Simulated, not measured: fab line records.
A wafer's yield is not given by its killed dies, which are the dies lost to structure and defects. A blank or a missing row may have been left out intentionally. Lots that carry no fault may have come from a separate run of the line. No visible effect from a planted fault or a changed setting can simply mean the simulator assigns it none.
Commonality check across tools / flow nandHarc / 45 wafers sampled across 12 lots

== THE REASON FOR OPENING IT ==
Flagged at NHARC_P_M1_THK_MEAS_24: reading thkNm, on 3 of 12 lots. No-fault wafers: 157.7 nm, standard deviation 1.2.
Rule: flag the lot when none of its wafers has a number, or when each of its wafers that has one lies beyond 4 standard deviations from that mean. The other lots count as sound.

lot=L686; measured=day 7 01:34; on=filmMetro-01; thkNm (nm), wafer by wafer=156.0 158.1 157.7; flag=
lot=L689; measured=day 8 09:44; on=filmMetro-02; thkNm (nm), wafer by wafer=155.3 157.1 157.9; flag=
lot=L691; measured=day 9 09:40; on=filmMetro-02; thkNm (nm), wafer by wafer=158.8 156.6 156.4; flag=
lot=L696; measured=day 11 11:34; on=filmMetro-02; thkNm (nm), wafer by wafer=159.2 158.3 155.9; flag=
lot=L699; measured=day 12 18:48; on=filmMetro-02; thkNm (nm), wafer by wafer=30.3 29.9 29.1 30.1 31.0 29.1; flag=FLAGGED
lot=L700; measured=day 13 05:02; on=filmMetro-02; thkNm (nm), wafer by wafer=29.9 30.9 29.8 26.8 30.4 31.0; flag=FLAGGED
lot=L701; measured=day 13 10:39; on=filmMetro-01; thkNm (nm), wafer by wafer=30.2 31.6 30.5 29.6 29.6 30.9; flag=FLAGGED
lot=L702; measured=day 14 06:03; on=filmMetro-01; thkNm (nm), wafer by wafer=157.7 159.0 157.6; flag=
lot=L703; measured=day 14 13:12; on=filmMetro-01; thkNm (nm), wafer by wafer=158.3 155.5 157.9; flag=
lot=L704; measured=day 14 19:08; on=filmMetro-02; thkNm (nm), wafer by wafer=156.0 156.8 155.7; flag=
lot=L706; measured=day 15 13:16; on=filmMetro-02; thkNm (nm), wafer by wafer=157.8 160.1 156.3; flag=
lot=L707; measured=day 16 00:37; on=filmMetro-01; thkNm (nm), wafer by wafer=157.0 158.5 157.2; flag=
Flagged lots average 30.0 nm: -127.7 nm relative to the usual, that is -99 or more standard deviations.

== WHICH TOOL EACH LOT WENT THROUGH ==
5 process steps preceding the reading are held in the record, out of 1302 steps in the route. Every cell lists first the tool, next ch and the chambers used by the sampled wafers, and last the start.
lot=L686; flag=; NHARC_P_M0_PRE_CLEAN_31=pecvd-02 ch 0,1, day 6 21:36; NHARC_P_M1_ETCH_35=rieDiel-13 ch 1,2,3, day 6 23:10; NHARC_P_M1_ETCH_15=rieDiel-13 ch 0,2,3, day 7 00:35 or earlier; NHARC_P_M1_ECD_22=ecdCu-02 ch 0,1, day 7 00:35; NHARC_P_M1_CMP_23=cmp-01 ch 0,2,3, day 7 01:15
lot=L689; flag=; NHARC_P_M0_PRE_CLEAN_31=pecvd-03 ch 0,1, day 8 05:49; NHARC_P_M1_ETCH_35=rieDiel-13 ch 0,2,3, day 8 07:24; NHARC_P_M1_ETCH_15=rieDiel-13 ch 0,1, day 8 08:41 or earlier; NHARC_P_M1_ECD_22=ecdCu-02 ch 0,1, day 8 08:41; NHARC_P_M1_CMP_23=cmp-04 ch 0,1,2, day 8 09:28
lot=L691; flag=; NHARC_P_M0_PRE_CLEAN_31=pecvd-02 ch 0,1,2, day 9 05:54; NHARC_P_M1_ETCH_35=rieDiel-13 ch 1,2,3, day 9 07:20; NHARC_P_M1_ETCH_15=rieDiel-13 ch 0,1,2, day 9 08:41 or earlier; NHARC_P_M1_ECD_22=ecdCu-02 ch 0,1, day 9 08:41; NHARC_P_M1_CMP_23=cmp-01 ch 0,1, day 9 09:23
lot=L696; flag=; NHARC_P_M0_PRE_CLEAN_31=pecvd-01 ch 0,1, day 11 07:33; NHARC_P_M1_ETCH_35=rieDiel-13 ch 1,3, day 11 09:08; NHARC_P_M1_ETCH_15=rieDiel-13 ch 1,3, day 11 10:33 or earlier; NHARC_P_M1_ECD_22=ecdCu-01 ch 0,1, day 11 10:33; NHARC_P_M1_CMP_23=cmp-04 ch 0,3, day 11 11:15
lot=L699; flag=FLAGGED; NHARC_P_M0_PRE_CLEAN_31=pecvd-03 ch 0,1,2, day 12 14:54; NHARC_P_M1_ETCH_35=rieDiel-13 ch 0,3, day 12 16:24; NHARC_P_M1_ETCH_15=rieDiel-13 ch 0,2, day 12 17:44 or earlier; NHARC_P_M1_ECD_22=ecdCu-02 ch 0,1, day 12 17:44; NHARC_P_M1_CMP_23=cmp-04 ch 1,2,3, day 12 18:29
lot=L700; flag=FLAGGED; NHARC_P_M0_PRE_CLEAN_31=pecvd-02 ch 0,1,2, day 13 01:06; NHARC_P_M1_ETCH_35=rieDiel-13 ch 0,2, day 13 02:40; NHARC_P_M1_ETCH_15=rieDiel-13 ch 0,1,2, day 13 04:01 or earlier; NHARC_P_M1_ECD_22=ecdCu-02 ch 0,1, day 13 04:01; NHARC_P_M1_CMP_23=cmp-04 ch 0,2, day 13 04:43
lot=L701; flag=FLAGGED; NHARC_P_M0_PRE_CLEAN_31=pecvd-03 ch 0,1,2, day 13 06:44; NHARC_P_M1_ETCH_35=rieDiel-04 ch 0,3, day 13 08:11; NHARC_P_M1_ETCH_15=rieDiel-04 ch 0,1,2, day 13 09:34 or earlier; NHARC_P_M1_ECD_22=ecdCu-01 ch 0,1, day 13 09:34; NHARC_P_M1_CMP_23=cmp-01 ch 0,1,3, day 13 10:22
lot=L702; flag=; NHARC_P_M0_PRE_CLEAN_31=pecvd-03 ch 0,1, day 14 01:57; NHARC_P_M1_ETCH_35=rieDiel-04 ch 1,3, day 14 03:37; NHARC_P_M1_ETCH_15=rieDiel-04 ch 0,1, day 14 05:01 or earlier; NHARC_P_M1_ECD_22=ecdCu-02 ch 0,1, day 14 05:01; NHARC_P_M1_CMP_23=cmp-04 ch 0,2, day 14 05:46
lot=L703; flag=; NHARC_P_M0_PRE_CLEAN_31=pecvd-03 ch 0,2, day 14 09:15; NHARC_P_M1_ETCH_35=rieDiel-04 ch 0,2,3, day 14 10:52; NHARC_P_M1_ETCH_15=rieDiel-04 ch 1,2,3, day 14 12:10 or earlier; NHARC_P_M1_ECD_22=ecdCu-02 ch 0,1, day 14 12:10; NHARC_P_M1_CMP_23=cmp-03 ch 0,2,3, day 14 12:55
lot=L704; flag=; NHARC_P_M0_PRE_CLEAN_31=pecvd-03 ch 0,2, day 14 15:17; NHARC_P_M1_ETCH_35=rieDiel-13 ch 0,2,3, day 14 16:46; NHARC_P_M1_ETCH_15=rieDiel-13 ch 0,1, day 14 18:13 or earlier; NHARC_P_M1_ECD_22=ecdCu-01 ch 0,1, day 14 18:13; NHARC_P_M1_CMP_23=cmp-01 ch 0,1, day 14 18:50
lot=L706; flag=; NHARC_P_M0_PRE_CLEAN_31=pecvd-01 ch 0,1, day 15 09:16; NHARC_P_M1_ETCH_35=rieDiel-04 ch 0,2,3, day 15 10:52; NHARC_P_M1_ETCH_15=rieDiel-04 ch 0,2,3, day 15 12:14 or earlier; NHARC_P_M1_ECD_22=ecdCu-01 ch 1, day 15 12:14; NHARC_P_M1_CMP_23=cmp-04 ch 0,1,3, day 15 12:56
lot=L707; flag=; NHARC_P_M0_PRE_CLEAN_31=pecvd-03 ch 0,1,2, day 15 20:43; NHARC_P_M1_ETCH_35=rieDiel-13 ch 0,2,3, day 15 22:11; NHARC_P_M1_ETCH_15=rieDiel-13 ch 0,2,3, day 15 23:40 or earlier; NHARC_P_M1_ECD_22=ecdCu-02 ch 0,1, day 15 23:40; NHARC_P_M1_CMP_23=cmp-04 ch 2,3, day 16 00:17
What the steps here do:
- NHARC_P_M0_PRE_CLEAN_31: time 12 s.
- NHARC_P_M1_ETCH_35: etches the open film in N2/H2, target depth 40 nm, overetch 12 nm, time 43.94 s.
- NHARC_P_M1_ETCH_15: etches the open film in C4F8/Ar, target depth 182.5 nm, time 91.2 s.
- NHARC_P_M1_ECD_22: material Cu, target thk 400 nm.
- NHARC_P_M1_CMP_23: polishes, t overpolish 20 s, target thk 157.82 nm.
- NHARC_P_M1_THK_MEAS_24: measures by xrf.

== FLAGGED AGAINST TOTAL, ONE TOOL AT A TIME (gauges that did the reading follow at the end) ==
step=NHARC_P_M0_PRE_CLEAN_31; tool=pecvd-01; lots run=2; flagged=0; share of the flagged lots=none; sound lots run after its first flagged lot=-
step=NHARC_P_M0_PRE_CLEAN_31; tool=pecvd-02; lots run=3; flagged=1; share of the flagged lots=some; sound lots run after its first flagged lot=0
step=NHARC_P_M0_PRE_CLEAN_31; tool=pecvd-03; lots run=7; flagged=2; share of the flagged lots=some; sound lots run after its first flagged lot=4 (L702,L703,L704,L707)
step=NHARC_P_M1_ETCH_35; tool=rieDiel-04; lots run=4; flagged=1; share of the flagged lots=some; sound lots run after its first flagged lot=3 (L702,L703,L706)
step=NHARC_P_M1_ETCH_35; tool=rieDiel-13; lots run=8; flagged=2; share of the flagged lots=some; sound lots run after its first flagged lot=2 (L704,L707)
step=NHARC_P_M1_ETCH_15; tool=rieDiel-04; lots run=4; flagged=1; share of the flagged lots=some; sound lots run after its first flagged lot=3 (L702,L703,L706)
step=NHARC_P_M1_ETCH_15; tool=rieDiel-13; lots run=8; flagged=2; share of the flagged lots=some; sound lots run after its first flagged lot=2 (L704,L707)
step=NHARC_P_M1_ECD_22; tool=ecdCu-01; lots run=4; flagged=1; share of the flagged lots=some; sound lots run after its first flagged lot=2 (L704,L706)
step=NHARC_P_M1_ECD_22; tool=ecdCu-02; lots run=8; flagged=2; share of the flagged lots=some; sound lots run after its first flagged lot=3 (L702,L703,L707)
step=NHARC_P_M1_CMP_23; tool=cmp-01; lots run=4; flagged=1; share of the flagged lots=some; sound lots run after its first flagged lot=1 (L704)
step=NHARC_P_M1_CMP_23; tool=cmp-03; lots run=1; flagged=0; share of the flagged lots=none; sound lots run after its first flagged lot=-
step=NHARC_P_M1_CMP_23; tool=cmp-04; lots run=7; flagged=2; share of the flagged lots=some; sound lots run after its first flagged lot=3 (L702,L706,L707)
step=NHARC_P_M1_THK_MEAS_24; tool=filmMetro-01; lots run=5; flagged=1; share of the flagged lots=some; sound lots run after its first flagged lot=3 (L702,L703,L707)
step=NHARC_P_M1_THK_MEAS_24; tool=filmMetro-02; lots run=7; flagged=2; share of the flagged lots=some; sound lots run after its first flagged lot=2 (L704,L706)
NHARC_P_M1_ETCH_15: start missing for some lots; hours and lot order therefore follow NHARC_P_M1_ECD_22.

== WHAT THE TABLE ALLOWS ==
No row of the table ran every flagged lot.

== WHAT THE SIMULATOR PUT IN ==
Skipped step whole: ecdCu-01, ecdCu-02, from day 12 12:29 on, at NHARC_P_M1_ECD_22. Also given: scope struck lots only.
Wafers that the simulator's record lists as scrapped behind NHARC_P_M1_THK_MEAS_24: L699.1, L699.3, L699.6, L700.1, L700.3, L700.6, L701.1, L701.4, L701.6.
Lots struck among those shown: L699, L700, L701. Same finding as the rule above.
